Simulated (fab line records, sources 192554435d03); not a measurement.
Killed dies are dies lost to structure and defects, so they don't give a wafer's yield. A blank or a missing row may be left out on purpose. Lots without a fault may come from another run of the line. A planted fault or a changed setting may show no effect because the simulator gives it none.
Chamber matching | flow n5_finfet | N5_BEOL_M3_ETCH_77 on rie_diel-04: 3 sister chambers
The step etches underlayer in N2/H2, target depth 6.5 nm, time 5.2 s. 6 wafers are shown with their chamber, then 5 later ones without.

WAFERS WITH THEIR CHAMBER
wafer  | chamber | throttle_valve_pct (%) | showerhead_plenum_p_Torr (Torr)
L079.1 | 3       | 17.23                  | 2.70
L082.2 | 3       | 17.23                  | 2.69
L082.4 | 2       | 17.85                  | 2.60
L082.6 | 1       | 17.98                  | 2.62
L083.1 | 2       | 17.83                  | 2.60
L083.5 | 1       | 17.95                  | 2.62

WAFERS WITHOUT THEIR CHAMBER
wafer  | throttle_valve_pct (%) | showerhead_plenum_p_Torr (Torr)
L083.6 | 17.25                  | 2.69
L094.1 | 17.59                  | 2.61
L094.4 | 17.61                  | 2.61
L094.6 | 17.29                  | 2.68
L097.1 | 17.32                  | 2.68

WHICH CHAMBER EACH WENT THROUGH
wafer  | from the rows above | in truth
L083.6 | 3                   | 3
L094.1 | 2                   | 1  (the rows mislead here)
L094.4 | 2                   | 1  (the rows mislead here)
L094.6 | 3                   | 3
L097.1 | 3                   | 3
Placed correctly: 3 of 5. Can't be placed from these rows: 0. Placed wrongly: 2.
How it was worked out, from the rows above alone: a wafer's distance from a chamber is the root of the sum, over the readings, of the square of ((its reading less the chamber's mean) divided by the reading's scatter). The wafer belongs to the nearest chamber; if the next one is less than 2 further off, it can't be placed. A chamber's mean is the mean of its shown wafers. The scatter: the root of (the sum of the squares of (reading less its chamber's mean) over the shown wafers, divided by (wafers less chambers)).
